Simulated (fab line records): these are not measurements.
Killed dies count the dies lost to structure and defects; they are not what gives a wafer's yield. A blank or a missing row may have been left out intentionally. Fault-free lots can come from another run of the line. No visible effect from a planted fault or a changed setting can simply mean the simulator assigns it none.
Chamber matching	flow n5-finfet	3 sister chambers for N5_BEOL_M11_CURE_72 on uv-cure-02
The step cures SiCOH lowk, time 120 s. 20 wafers are shown with their chamber, then 10 later ones without.

== WAFERS PAIRED WITH THEIR CHAMBERS ==
wafer	chamber	lamp-power-pct (%)	wafer_temp_C_max
L074.1	1	52.37	371.8
L074.2	1	52.18	371.6
L074.4	1	52.45	372.0
L080.3	2	52.34	371.6
L080.4	2	52.36	371.6
L080.5	2	52.36	371.9
L078.1	1	52.26	371.8
L078.5	1	52.36	371.7
L078.6	1	52.28	372.1
L082.3	1	52.28	372.8
L082.4	1	52.29	372.9
L082.6	1	52.38	372.1
L087.4	0	52.30	371.8
L087.5	0	52.32	372.1
L087.6	0	52.28	371.6
L086.1	1	52.35	371.5
L086.3	1	52.30	372.0
L086.4	1	52.27	371.8
L090.1	1	52.31	372.4
L090.4	1	52.35	372.6

SIGNATURES (means of the wafers above)
reading	chamber 0	chamber 1	chamber 2	scatter within a chamber
lamp-power-pct	52.3000	52.3164	52.3533	0.0582
wafer_temp_C_max	371.833	372.079	371.700	0.399
Rule: a wafer's distance from a chamber is the root of the sum, over the readings, of the square of ((its reading less the chamber's mean) divided by the reading's scatter). If the next closest chamber is less than 2 further off than the closest, the wafer can't be placed; otherwise it belongs to the closest. How the scatter is found: for the shown wafers, subtract from each reading the mean of its chamber, square and add these, divide the total by (wafers less chambers), then take the root.

== WAFERS MISSING THEIR CHAMBER ==
wafer	lamp-power-pct (%)	wafer_temp_C_max
L090.6	52.23	372.2
L096.1	52.27	371.3
L096.2	52.34	371.9
L096.3	52.25	371.3
L096.4	52.33	370.7
L096.5	52.40	371.6
L096.6	52.33	371.4
L097.3	52.16	372.1
L097.4	52.26	371.4
L097.6	52.32	371.1

== THE CHAMBER EACH PASSED THROUGH ==
wafer	from the rows above	in truth
L090.6	can't be placed: 0 or 1 or 2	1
L096.1	can't be placed: 0 or 2 or 1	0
L096.2	can't be placed: 2 or 1 or 0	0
L096.3	can't be placed: 0 or 2 or 1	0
L096.4	can't be placed: 2 or 0 or 1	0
L096.5	can't be placed: 2 or 0 or 1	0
L096.6	can't be placed: 2 or 0 or 1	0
L097.3	can't be placed: 0 or 1 or 2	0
L097.4	can't be placed: 0 or 2 or 1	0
L097.6	can't be placed: 2 or 0 or 1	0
Correct placement for 0 of the 10. From these rows, 10 cannot be placed; in 10 the true chamber is one of the candidates. Placed wrongly: 0.
